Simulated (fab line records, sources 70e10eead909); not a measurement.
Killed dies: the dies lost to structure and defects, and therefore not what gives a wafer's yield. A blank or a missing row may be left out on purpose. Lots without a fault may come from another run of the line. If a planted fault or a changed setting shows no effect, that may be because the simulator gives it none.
fab line records	flow nandHarc
[record] lots = 24	wafers = 72	lastDay = 34
route steps=1302 shown P_M1@303 P_M2@328
lots that met no fault: from a run of the same line without faults
startH: the number of hours between the record's first day and the start of the first shown wafer of the lot	waitH: hours elapsed since this lot's preceding step	" identical to the entry in the row above	L1.1+2: one row covering several wafers at once	- value missing, or start not given	* or withheld: withheld	< > ~ a bound
route shown NAME@n: names a module that has steps shown in the file, with the first one's number in the route	usual: mean and standard deviation over wafers with no fault	same: alike in all rows	chamber/n: place in a boat	sites: the reading at each site	_std_site: standard deviation across them	_edge_site: outer sites' mean less inner sites'	radiusMm: for every site, how far away it sits from the centre of the wafer	mask NAME#n: copy n	behind: the last tool/chamber to shape the wafer	hold: the reason the lot was held/the length of the hold in hours/how it ended	device: which transistor (n, p or np) failed to switch	end of line: the tests these same wafers got at the end of their route	step lacking rows: just its recipe	killed: dies that structure and defects cost at the first sort, which is not the same as the wafer's yield	map: a wafer's dies, marking killed ones x, the rest . and places with no die _
set.NAME: the run value of the setting; set.NAME@STEP: its run value at that earlier step	model.NAME: the simulator's own value behind a step, which no gauge read
a sample of lots followed through the steps of the route, with each step as a table and each wafer as a row
services: the hour from which a tool's chamber was out of use, counted from the record's first day as startH (under 0 if before that day), plus the number of hours and why
[[steps]]
[step NHARC_P_M1_ETCH_28]
[recipe] targetDepthA = 300	overEtchFrac = 0.3	timeS = 72.99	ionEnergyEv = 150	cf4FlowSccm = 50	n2FlowSccm = 100	arFlowSccm = 150	rfW = 300	biasW = 100	chemistry = CF4/N2
[usual] drypumpMotorCurrentA = 6.0/0.36	oesProductAu = 1.001/0.0074	rfVppV = 314.2/1.9	showerheadPlenumPTorr = 2.63/0.1	throttleValvePct = 19.794/0.0096
lot.wafer	tool	chamber	startH	waitH	drypumpMotorCurrentA	oesProductAu	rfHoursCounterH	rfVppV	showerheadPlenumPTorr	throttleValvePct
L074.3	rieDiel-04	2	-	-	6.2	0.989	38	315.6	2.74	19.793
L074.6	"	3	"	"	6.0	0.990	-	315.4	2.82	19.784
L074.5	"	0	"	"	5.3	0.997	-	314.4	2.56	19.793
L076.3	rieDiel-01	1	-	-	5.8	1.007	7	311.1	2.52	19.802
L076.2	"	3	"	"	6.3	0.993	7	314.3	2.62	19.811
L076.6	"	1	"	"	5.8	1.005	-	312.1	2.52	19.804
L075.2	rieDiel-01	3	-	-	6.3	0.990	7	313.4	2.62	19.801
L075.5	"	3	"	"	6.3	0.987	-	314.1	2.62	19.770
L075.6	"	0	"	"	5.7	0.995	-	314.4	2.65	19.788
L077.2	rieDiel-04	3	-	-	6.0	1.000	45	319.1	2.82	19.787
L077.6	"	2	"	"	6.2	0.994	-	316.8	2.73	19.779
L077.5	"	3	"	"	6.0	0.993	-	317.0	2.82	19.787
L078.4	rieDiel-01	0	-	-	5.7	0.999	10	313.9	2.65	19.791
L078.1	"	1	"	"	5.9	1.004	9	312.2	2.52	19.790
L078.6	"	3	"	"	6.3	0.995	-	314.6	2.62	19.792
L079.3	rieDiel-02	0	-	-	5.5	1.012	11	313.9	2.65	19.804
L079.1	"	2	"	"	6.0	1.010	11	314.6	2.65	19.779
L079.5	"	0	"	"	5.5	1.007	-	314.0	2.65	19.797
L080.1	rieDiel-02	1	-	-	5.7	0.997	11	311.8	2.50	19.792
L080.3	"	2	"	"	5.9	1.000	12	315.5	2.65	19.814
L080.2	"	3	"	"	5.8	1.009	11	316.3	2.69	19.807
L081.3	rieDiel-01	0	-	-	5.7	1.011	12	313.1	2.65	19.803
L081.1	"	2	"	"	6.3	1.011	10	316.6	2.75	19.798
L081.6	"	0	"	"	5.8	1.017	-	314.9	2.65	19.800
L082.4	rieDiel-04	2	-	-	6.2	0.997	2	315.9	2.73	19.782
L082.2	"	3	"	"	6.0	1.004	2	316.3	2.81	19.792
L082.6	"	2	"	"	6.2	1.001	-	316.4	2.73	19.793
L083.4	rieDiel-01	1	-	-	5.8	0.991	0	313.3	2.52	19.782
L083.2	"	0	"	"	5.8	0.994	0	313.4	2.65	19.813
L083.5	"	2	"	"	6.3	0.993	-	316.4	2.75	19.785
L084.2	rieDiel-01	2	-	-	6.3	0.995	1	316.2	2.75	19.788
L084.1	"	3	"	"	6.3	1.011	1	314.8	2.62	19.785
L084.4	"	0	"	"	5.8	0.996	1	313.5	2.65	19.786
L085.2	rieDiel-01	1	-	-	5.8	1.004	2	311.5	2.52	19.802
L085.3	"	2	"	"	6.3	1.002	2	316.1	2.75	19.806
L085.4	"	2	"	"	6.3	1.004	-	316.1	2.75	19.791
L086.2	rieDiel-02	2	-	-	6.0	0.985	2	314.0	2.65	19.800
L086.4	"	3	"	"	5.8	1.002	2	315.2	2.69	19.795
L086.5	"	1	"	"	5.7	1.003	-	313.1	2.50	19.780
L087.1	rieDiel-02	3	-	-	5.8	1.008	5	315.3	2.69	19.807
L087.3	"	1	"	"	5.7	1.005	3	311.2	2.50	19.801
L087.2	"	2	"	"	6.0	1.003	4	313.8	2.65	19.805
L089.1	rieDiel-04	1	-	-	6.6	1.005	30	312.4	2.46	19.801
L089.2	"	3	"	"	6.0	0.997	31	317.1	2.80	19.799
L089.5	"	0	"	"	5.3	1.006	-	312.9	2.54	19.793
L088.3	rieDiel-04	1	-	-	6.6	1.001	32	310.8	2.46	19.777
L088.2	"	3	"	"	6.0	1.002	33	315.8	2.80	19.795
L088.1	"	0	"	"	5.2	0.994	31	312.8	2.54	19.780
L090.2	rieDiel-02	0	-	-	5.5	1.002	7	315.3	2.64	19.800
L090.5	"	3	"	"	5.8	1.009	-	317.0	2.69	19.798
L090.6	"	0	"	"	5.5	0.995	-	314.0	2.64	19.807
L091.1	rieDiel-01	0	-	-	5.7	0.998	5	313.9	2.64	19.779
L091.3	"	2	"	"	6.3	0.993	6	316.7	2.74	19.798
L091.5	"	3	"	"	6.3	0.997	-	316.1	2.62	19.781
L092.4	rieDiel-04	2	-	-	6.2	1.014	40	313.9	2.71	19.800
L092.1	"	3	"	"	6.0	0.993	45	316.6	2.79	19.788
L092.6	"	1	"	"	6.5	1.004	-	309.6	2.45	19.789
L093.2	rieDiel-04	2	-	-	6.2	0.988	41	315.3	2.71	19.783
L093.3	"	1	"	"	6.6	1.000	45	310.6	2.45	19.802
L093.5	"	2	"	"	6.2	1.002	-	316.6	2.71	19.802
L094.3	rieDiel-01	2	326.65	0.3	6.3	0.990	-	316.1	2.74	19.777
L094.4	"	3	"	"	6.3	1.012	-	314.0	2.62	19.790
L094.6	"	3	"	"	6.3	1.000	-	314.7	2.62	19.800
L095.1	rieDiel-01	0	-	-	5.8	1.008	7	315.5	2.64	19.792
L095.4	"	2	"	"	6.3	1.000	-	314.8	2.74	19.790
L095.5	"	3	"	"	6.3	1.015	-	312.8	2.62	19.806
L097.4	rieDiel-04	1	-	-	6.6	1.011	60	312.6	2.45	19.799
L097.3	"	3	"	"	6.0	1.006	58	317.9	2.79	19.786
L097.6	"	2	"	"	6.2	0.999	-	313.7	2.71	19.794
L096.2	rieDiel-02	0	-	-	5.5	0.992	16	313.5	2.64	19.800
L096.3	"	2	"	"	5.9	1.010	16	314.1	2.65	19.797
L096.6	"	3	"	"	5.8	1.000	-	317.3	2.68	19.800
[step NHARC_P_M1_DEGAS_29]
[recipe] tempC = 250	timeS = 60
[usual] heaterPowerW = 340/29
lot.wafer	tool	chamber	startH	waitH	heaterPowerW
L074.3	pvdSputter-01	-	128.59	-	317
L074.5	"	-	"	"	309
L074.6	"	-	"	"	316
L076.3	pvdSputter-01	-	142.71	-	358
L076.2	"	-	"	"	348
L076.6	"	-	"	"	353
L075.2	pvdSputter-03	-	143.47	-	361
L075.5	"	-	"	"	333
L075.6	"	-	"	"	356
L077.2	pvdSputter-02	-	154.49	-	342
L077.5	"	-	"	"	363
L077.6	"	-	"	"	299
L078.1	pvdSputter-01	-	167.64	-	361
L078.4	"	-	"	"	309
L078.6	"	-	"	"	360
L079.1	pvdSputter-02	-	177.89	-	359
L079.3	"	-	"	"	298
L079.5	"	-	"	"	301
L080.1	pvdSputter-02	-	185.81	-	301
L080.3	"	-	"	"	358
L080.2	"	-	"	"	296
L081.1	pvdSputter-02	-	201.23	-	306
L081.3	"	-	"	"	297
L081.6	"	-	"	"	354
L082.4	pvdSputter-03	-	202.06	-	294
L082.2	"	-	"	"	366
L082.6	"	-	"	"	352
L083.2	pvdSputter-01	-	215.66	-	353
L083.4	"	-	"	"	316
L083.5	"	-	"	"	318
L084.1	pvdSputter-03	-	224.48	-	346
L084.2	"	-	"	"	358
L084.4	"	-	"	"	372
L085.2	pvdSputter-01	-	238.17	-	353
L085.3	"	-	"	"	322
L085.4	"	-	"	"	303
L086.4	pvdSputter-03	-	241.77	-	359
L086.2	"	-	"	"	351
L086.5	"	-	"	"	366
L087.2	pvdSputter-01	-	254.87	-	351
L087.3	"	-	"	"	321
L087.1	"	-	"	"	399
L089.1	pvdSputter-01	-	273.26	-	360
L089.2	"	-	"	"	308
L089.5	"	-	"	"	350
L088.3	pvdSputter-01	-	278.93	-	308
L088.2	"	-	"	"	313
L088.1	"	-	"	"	387
L090.2	pvdSputter-01	-	285.54	-	392
L090.6	"	-	"	"	385
L090.5	"	-	"	"	354
L091.3	pvdSputter-03	-	300.91	-	356
L091.1	"	-	"	"	357
L091.5	"	-	"	"	352
L092.1	pvdSputter-01	-	311.08	-	387
L092.4	"	-	"	"	356
L092.6	"	-	"	"	302
L093.3	pvdSputter-03	-	315.68	-	355
L093.2	"	-	"	"	366
L093.5	"	-	"	"	355
L094.4	pvdSputter-01	-	327.06	-	379
L094.3	"	-	"	"	312
L094.6	"	-	"	"	347
L095.4	pvdSputter-01	-	332.70	-	313
L095.1	"	-	"	"	391
L095.5	"	-	"	"	316
L097.4	pvdSputter-01	-	354.75	-	350
L097.3	"	-	"	"	303
L097.6	"	-	"	"	314
L096.2	pvdSputter-01	-	380.43	-	387
L096.3	"	-	"	"	352
L096.6	"	-	"	"	361
[step NHARC_P_M1_PRE_CLEAN_30]
[recipe] timeS = 30	tempC = 280	gas = H2/He
[usual] heaterPowerW = 416/36
lot.wafer	tool	chamber	startH	waitH	heaterPowerW
L074.3	pvdSputter-01	-	-	-	434
L074.6	"	-	"	"	428
L074.5	"	-	"	"	431
L076.2	pvdSputter-01	-	-	-	437
L076.3	"	-	"	"	389
L076.6	"	-	"	"	425
L075.2	pvdSputter-03	-	-	-	454
L075.5	"	-	"	"	434
L075.6	"	-	"	"	449
L077.2	pvdSputter-02	-	-	-	371
L077.5	"	-	"	"	435
L077.6	"	-	"	"	449
L078.1	pvdSputter-01	-	-	-	439
L078.4	"	-	"	"	430
L078.6	"	-	"	"	431
L079.3	pvdSputter-02	-	-	-	437
L079.1	"	-	"	"	445
L079.5	"	-	"	"	370
L080.2	pvdSputter-02	-	-	-	451
L080.3	"	-	"	"	364
L080.1	"	-	"	"	440
L081.1	pvdSputter-02	-	-	-	357
L081.3	"	-	"	"	440
L081.6	"	-	"	"	371
L082.2	pvdSputter-03	-	-	-	452
L082.4	"	-	"	"	433
L082.6	"	-	"	"	458
L083.2	pvdSputter-01	-	-	-	431
L083.4	"	-	"	"	430
L083.5	"	-	"	"	373
L084.2	pvdSputter-03	-	-	-	414
L084.1	"	-	"	"	447
L084.4	"	-	"	"	387
L085.2	pvdSputter-01	-	-	-	421
L085.3	"	-	"	"	384
L085.4	"	-	"	"	466
L086.4	pvdSputter-03	-	-	-	363
L086.2	"	-	"	"	443
L086.5	"	-	"	"	362
L087.2	pvdSputter-01	-	-	-	385
L087.3	"	-	"	"	393
L087.1	"	-	"	"	467
L089.1	pvdSputter-01	-	-	-	476
L089.2	"	-	"	"	430
L089.5	"	-	"	"	434
L088.3	pvdSputter-01	-	-	-	385
L088.2	"	-	"	"	464
L088.1	"	-	"	"	450
L090.2	pvdSputter-01	-	-	-	438
L090.6	"	-	"	"	376
L090.5	"	-	"	"	384
L091.3	pvdSputter-03	-	-	-	444
L091.1	"	-	"	"	450
L091.5	"	-	"	"	437
L092.1	pvdSputter-01	-	-	-	396
L092.4	"	-	"	"	434
L092.6	"	-	"	"	384
L093.3	pvdSputter-03	-	-	-	362
L093.2	"	-	"	"	424
L093.5	"	-	"	"	458
L094.4	pvdSputter-01	-	-	-	481
L094.3	"	-	"	"	422
L094.6	"	-	"	"	392
L095.4	pvdSputter-01	-	-	-	486
L095.1	"	-	"	"	388
L095.5	"	-	"	"	475
L097.4	pvdSputter-01	-	-	-	434
L097.3	"	-	"	"	390
L097.6	"	-	"	"	433
L096.3	pvdSputter-01	-	-	-	479
L096.2	"	-	"	"	432
L096.6	"	-	"	"	473
[step NHARC_P_M1_THK_MEAS_24]
[recipe] thkMeasGauge = xrf
[usual] thkNm = 157.5/1.3
lot.wafer	tool	chamber	startH	waitH	thkNm
L074.3	filmMetro-01	-	129.99	-	158.9
L074.5	"	-	"	"	158.1
L074.6	"	-	"	"	157.7
L076.2	filmMetro-01	-	144.11	-	156.8
L076.3	"	-	"	"	157.7
L076.6	"	-	"	"	157.7
L075.2	filmMetro-01	-	144.85	-	157.5
L075.5	"	-	"	"	157.8
L075.6	"	-	"	"	156.9
L077.2	filmMetro-01	-	155.90	-	159.8
L077.5	"	-	"	"	156.8
L077.6	"	-	"	"	158.3
L078.1	filmMetro-02	-	169.02	-	158.2
L078.4	"	-	"	"	155.0
L078.6	"	-	"	"	154.2
L079.1	filmMetro-01	-	179.59	-	157.5
L079.3	"	-	"	"	157.8
L079.5	"	-	"	"	157.9
L080.1	filmMetro-02	-	187.21	-	156.4
L080.2	"	-	"	"	158.0
L080.3	"	-	"	"	154.9
L081.1	filmMetro-01	-	202.61	-	156.9
L081.3	"	-	"	"	158.9
L081.6	"	-	"	"	156.9
L082.2	filmMetro-02	-	203.45	-	156.4
L082.4	"	-	"	"	157.5
L082.6	"	-	"	"	157.5
L083.2	filmMetro-02	-	217.06	-	158.6
L083.4	"	-	"	"	158.0
L083.5	"	-	"	"	158.8
L084.1	filmMetro-02	-	225.87	-	158.2
L084.2	"	-	"	"	154.7
L084.4	"	-	"	"	158.6
L085.2	filmMetro-01	-	239.59	-	157.9
L085.3	"	-	"	"	157.0
L085.4	"	-	"	"	156.5
L086.2	filmMetro-01	-	243.17	-	156.8
L086.4	"	-	"	"	156.6
L086.5	"	-	"	"	159.8
L087.1	filmMetro-02	-	256.30	-	157.1
L087.2	"	-	"	"	158.2
L087.3	"	-	"	"	156.1
L089.1	filmMetro-01	-	274.65	-	159.5
L089.2	"	-	"	"	157.0
L089.5	"	-	"	"	156.2
L088.1	filmMetro-01	-	280.33	-	156.3
L088.2	"	-	"	"	156.4
L088.3	"	-	"	"	155.9
L090.2	filmMetro-02	-	286.98	-	157.4
L090.5	"	-	"	"	158.7
L090.6	"	-	"	"	156.4
L091.1	filmMetro-01	-	302.31	-	160.5
L091.3	"	-	"	"	158.5
L091.5	"	-	"	"	157.1
L092.1	filmMetro-01	-	312.48	-	156.7
L092.4	"	-	"	"	155.0
L092.6	"	-	"	"	159.1
L093.2	filmMetro-01	-	317.07	-	158.4
L093.3	"	-	"	"	157.1
L093.5	"	-	"	"	158.5
L094.3	filmMetro-02	-	328.49	-	156.4
L094.4	"	-	"	"	157.2
L094.6	"	-	"	"	156.3
L095.1	filmMetro-02	-	334.09	-	158.1
L095.4	"	-	"	"	156.3
L095.5	"	-	"	"	157.5
L097.3	filmMetro-01	-	356.19	-	159.3
L097.4	"	-	"	"	158.0
L097.6	"	-	"	"	160.7
L096.2	filmMetro-01	-	381.83	-	156.6
L096.3	"	-	"	"	159.6
L096.6	"	-	"	"	159.3
[step NHARC_P_M1_DEP_33]
[recipe] targetThkA = 300	tempC = 370	targetThkNm = 30	pressureTorr = 3	flowSccm = 200	rfW = 450	material = SiCN
[usual] heaterPowerW = 600/94
lot.wafer	tool	chamber	startH	waitH	heaterPowerW	sinceWetCleanH
L074.3	pecvd-02	2	130.39	0.1	496	71
L074.5	"	0	"	"	689	-
L074.6	"	1	"	"	578	-
L076.2	pecvd-02	2	144.41	0.1	515	85
L076.3	"	0	"	"	723	85
L076.6	"	0	"	"	739	-
L075.2	pecvd-02	0	145.24	0.1	728	86
L075.5	"	1	"	"	702	-
L075.6	"	0	"	"	734	-
L077.2	pecvd-02	2	156.20	0.1	518	97
L077.5	"	0	"	"	610	-
L077.6	"	1	"	"	621	-
L078.1	pecvd-01	0	169.32	0.1	560	26
L078.6	"	0	"	"	559	-
L078.4	"	1	"	"	559	-
L079.3	pecvd-03	1	179.89	0.1	537	163
L079.1	"	0	"	"	557	163
L079.5	"	0	"	"	576	-
L080.1	pecvd-01	1	187.51	0.1	579	44
L080.3	"	2	"	"	653	44
L080.2	"	0	"	"	522	44
L081.3	pecvd-03	0	202.97	0.1	514	5
L081.1	"	1	"	"	603	5
L081.6	"	0	"	"	516	-
L082.2	pecvd-02	2	203.80	0.1	498	145
L082.4	"	1	"	"	622	-
L082.6	"	0	"	"	738	-
L083.2	pecvd-01	2	217.47	0.1	638	74
L083.4	"	2	"	"	616	-
L083.5	"	2	"	"	637	-
L084.2	pecvd-03	0	226.17	0.1	495	28
L084.1	"	1	"	"	551	28
L084.4	"	0	"	"	507	-
L085.2	pecvd-03	0	239.96	0.1	515	42
L085.3	"	2	"	"	739	42
L085.4	"	0	"	"	516	-
L086.2	pecvd-03	0	243.47	0.1	605	45
L086.5	"	0	"	"	484	-
L086.4	"	2	"	"	791	-
L087.2	pecvd-03	1	256.60	0.1	518	59
L087.3	"	2	"	"	764	59
L087.1	"	0	"	"	561	59
L089.2	pecvd-03	2	274.95	0.1	681	77
L089.1	"	0	"	"	568	77
L089.5	"	1	"	"	553	-
L088.1	pecvd-01	1	280.76	0.1	561	138
L088.3	"	2	"	"	605	138
L088.2	"	0	"	"	500	138
L090.2	pecvd-03	2	287.28	0.1	723	89
L090.5	"	2	"	"	717	-
L090.6	"	0	"	"	494	-
L091.3	pecvd-01	2	302.65	0.1	540	159
L091.1	"	0	"	"	522	160
L091.5	"	0	"	"	536	-
L092.1	pecvd-03	2	312.87	0.1	720	115
L092.4	"	0	"	"	532	-
L092.6	"	2	"	"	731	-
L093.3	pecvd-03	0	317.37	0.1	583	119
L093.2	"	1	"	"	619	119
L093.5	"	1	"	"	624	-
L094.3	pecvd-02	1	328.79	0.1	621	89
L094.6	"	1	"	"	622	-
L094.4	"	2	"	"	515	-
L095.1	pecvd-02	0	334.48	0.1	723	94
L095.5	"	2	"	"	456	-
L095.4	"	0	"	"	721	-
L097.3	pecvd-02	2	356.54	0.1	434	116
L097.4	"	2	"	"	429	-
L097.6	"	0	"	"	608	-
L096.2	pecvd-03	0	382.17	0.1	568	3
L096.3	"	1	"	"	505	3
L096.6	"	0	"	"	561	-
[step NHARC_P_M2_CD_MEAS_09]
[recipe] targetCdNm = 170	landingEnergyEv = 500
[usual] cdNm = 169.8/0.57
lot.wafer	tool	chamber	startH	waitH	cdNm
L074.3	cdSem-01	0	131.51	-	170.3
L074.5	"	0	"	"	170.7
L074.6	"	0	"	"	170.0
L076.2	cdSem-02	0	145.53	-	170.0
L076.3	"	0	"	"	170.0
L076.6	"	0	"	"	169.9
L075.2	cdSem-03	0	146.41	-	169.8
L075.5	"	0	"	"	170.2
L075.6	"	0	"	"	169.5
L077.2	cdSem-02	0	157.46	-	169.3
L077.5	"	0	"	"	169.2
L077.6	"	0	"	"	169.8
L078.1	cdSem-02	0	170.44	-	170.5
L078.4	"	0	"	"	170.0
L078.6	"	0	"	"	170.5
L079.1	cdSem-02	0	181.11	-	169.5
L079.3	"	0	"	"	169.6
L079.5	"	0	"	"	169.5
L080.1	cdSem-03	0	188.62	-	170.0
L080.2	"	0	"	"	169.3
L080.3	"	0	"	"	169.2
L081.1	cdSem-01	0	204.04	-	170.5
L081.3	"	0	"	"	169.5
L081.6	"	0	"	"	170.1
L082.2	cdSem-02	0	205.00	-	170.5
L082.4	"	0	"	"	170.5
L082.6	"	0	"	"	170.0
L083.2	cdSem-01	0	218.66	-	169.3
L083.4	"	0	"	"	169.8
L083.5	"	0	"	"	169.3
L084.1	cdSem-01	0	227.56	-	170.7
L084.2	"	0	"	"	170.7
L084.4	"	0	"	"	170.3
L085.2	cdSem-03	0	241.08	-	169.5
L085.3	"	0	"	"	169.4
L085.4	"	0	"	"	168.8
L086.2	cdSem-01	0	244.70	-	170.0
L086.4	"	0	"	"	169.7
L086.5	"	0	"	"	170.6
L087.1	cdSem-03	0	257.84	-	169.8
L087.2	"	0	"	"	169.8
L087.3	"	0	"	"	170.0
L089.1	cdSem-03	0	276.20	-	169.5
L089.2	"	0	"	"	169.4
L089.5	"	0	"	"	169.8
L088.1	cdSem-01	0	282.01	-	169.4
L088.2	"	0	"	"	169.5
L088.3	"	0	"	"	169.7
L090.2	cdSem-03	0	288.52	-	170.9
L090.5	"	0	"	"	170.0
L090.6	"	0	"	"	169.4
L091.1	cdSem-01	0	303.88	-	168.5
L091.3	"	0	"	"	169.0
L091.5	"	0	"	"	169.3
L092.1	cdSem-01	0	314.00	-	170.3
L092.4	"	0	"	"	170.2
L092.6	"	0	"	"	170.7
L093.2	cdSem-01	0	318.60	-	169.1
L093.3	"	0	"	"	168.9
L093.5	"	0	"	"	168.2
L094.3	cdSem-03	0	330.03	-	170.6
L094.4	"	0	"	"	170.4
L094.6	"	0	"	"	170.2
L095.1	cdSem-02	0	335.62	-	170.0
L095.4	"	0	"	"	169.2
L095.5	"	0	"	"	169.6
L097.3	cdSem-03	0	357.61	-	170.5
L097.4	"	0	"	"	170.2
L097.6	"	0	"	"	169.8
L096.2	cdSem-01	0	383.38	-	169.9
L096.3	"	0	"	"	169.7
L096.6	"	0	"	"	170.2
[[services]]
tool	chamber	startH	hours	kind
pvdSputter-03	-	117.84	11.4	repair
rieDiel-04	1	134.80	3.5	repair
pvdSputter-03	-	170.00	10.0	pm
rieDiel-04	-	180.56	9.0	pm
rieDiel-01	-	181.60	2.8	repair
pecvd-03	-	185.11	13.0	pm
rieDiel-01	3	186.98	3.7	repair
rieDiel-01	-	203.82	9.0	pm
pvdSputter-01	-	211.88	1.0	repair
pvdSputter-01	-	214.40	1.0	repair
pvdSputter-01	-	226.00	10.0	pm
pvdSputter-03	-	226.99	5.3	repair
rieDiel-01	3	235.24	23.5	repair
rieDiel-01	3	273.97	11.6	repair
rieDiel-01	0	277.60	4.9	repair
rieDiel-01	1	288.20	93.8	repair
pvdSputter-01	-	302.94	0.7	repair
rieDiel-01	0	319.61	7.2	repair
rieDiel-01	2	339.49	4.7	repair
pvdSputter-03	-	343.79	3.8	repair
pvdSputter-03	-	348.00	10.0	pm
rieDiel-01	-	356.90	1.0	repair
pecvd-03	-	366.24	13.0	pm
rieDiel-01	-	380.82	9.0	pm
[[key]]
fault none
